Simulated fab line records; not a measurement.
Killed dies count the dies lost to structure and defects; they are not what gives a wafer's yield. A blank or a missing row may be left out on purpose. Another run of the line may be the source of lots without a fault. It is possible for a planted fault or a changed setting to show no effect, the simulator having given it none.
Comparing a struck lot with a sound one :: flow nandHarc :: 14 out of 1302 route steps
Sound: these wafers, L510.3, L510.4, L510.6. Wafers struck: L500.1, L500.3, L500.6. The cause comes at the end.
For every step that has rows: the tool of each side, followed by ch and its chambers, followed by its first start. Under that, the readings that differ: sound wafers :: struck wafers :: difference of the means :: sigmas: that difference in standard deviations of wafers without a fault.
alike: words and numbers the same on both sides, and readings whose means are apart by under 2 such deviations; not compared: readings that were withheld, readings missing a value for some wafer, numbers with overlapping values and no deviation given by the record, and bounds like >300 which may hide the same value.
A row with sigmas, a row that says differs or no value, or rows on one side alone: a step with any of these is where the two part. Numbers that don't overlap but have no deviation are shown without sigmas and don't part them. Lack of a reading on every wafer of one side parts them only where that side has two or more wafers.

first, 2 steps without rows for these wafers: NHARC_A_CHANNEL_HOLE_D1_PRECLEAN_28 (cleans in SC1); NHARC_A_CHANNEL_HOLE_D1_SRD_29.
NHARC_A_CHANNEL_HOLE_D1_CD_MEAS_30:
  sound: cdSem-02 at day 17 11:48; struck: cdSem-03 at day 13 15:20
  alike: cdNm
NHARC_A_CHANNEL_HOLE_D1_XSEM_31:
  sound on xsem-02 ch 0, day 17 11:53; struck on xsem-02 ch 0, day 13 15:25
  alike: botCdNm, bowNm, tiltDeg
NHARC_A_CHANNEL_HOLE_D1_INSPECT_40:
  sound: defectInspect-02 at day 17 11:59; struck: defectInspect-02 at day 13 15:31
  alike: rawDefectCount
then, 2 steps without rows for these wafers: NHARC_A_CHANNEL_FILL_D1_PRECLEAN_00 (cleans in SC1); NHARC_A_CHANNEL_FILL_D1_SRD_01.
NHARC_A_CHANNEL_FILL_D1_ALD_02: deposits SiO2, target thk 6 nm, pulse time 10 s, ald cycles 60.
  sound on aldHk-01 ch 0,3, day 17 13:58; struck on aldHk-03 ch 0,3, day 13 15:47
  alike: heaterPowerW, precursorPulseHeightRel
NHARC_A_CHANNEL_FILL_D1_ALD_03: deposits SiNx, target thk 6 nm, pulse time 60 s, ald cycles 58.
  sound: aldSinBatch-03 ch 0; struck: aldSinBatch-02 ch 0
reading: precursorPulseHeightRel
sound: 1.039 1.024 1.001
struck: 0.977 0.987 0.962
difference: -0.046
sigmas: -2
then, 1 step without rows for these wafers: NHARC_A_CHANNEL_FILL_D1_ALD_14 (deposits SiO2, target thk 2.5 nm, pulse time 10 s, ald cycles 25).
NHARC_A_CHANNEL_FILL_D1_ALD_15: deposits SiNx, target thk 2 nm, pulse time 60 s, ald cycles 19.
  sound: aldSinBatch-01 ch 0; struck: aldSinBatch-02 ch 0
  alike: precursorPulseHeightRel
NHARC_A_CHANNEL_FILL_D1_ALD_16: deposits SiO2, target thk 1.5 nm, pulse time 10 s, ald cycles 15.
  sound on aldHk-04 ch 1,3, day 18 02:11; struck on aldHk-03 ch 0,2, day 14 03:20
  alike: heaterPowerW, precursorPulseHeightRel
NHARC_A_CHANNEL_FILL_D1_ANNEAL_17: time 1800 s.
  struck on furnace-02, day 14 06:34; sound on furnace-02 ch 0, day 18 02:28
  no value came back on the struck wafers for spikeTcBottomC (C), spikeTcCentreC (C); on the sound wafers spikeTcBottomC (C) reads 866.9 869.0 869.0
then, 1 step without rows for these wafers: NHARC_A_CHANNEL_FILL_D1_CVD_18 (deposits poly-Si, target thk 3 nm).

## WHERE THEY PART
Earliest at NHARC_A_CHANNEL_FILL_D1_ALD_03; latest, in this record, at NHARC_A_CHANNEL_FILL_D1_ANNEAL_17.

WHY: what had been put in by the simulator
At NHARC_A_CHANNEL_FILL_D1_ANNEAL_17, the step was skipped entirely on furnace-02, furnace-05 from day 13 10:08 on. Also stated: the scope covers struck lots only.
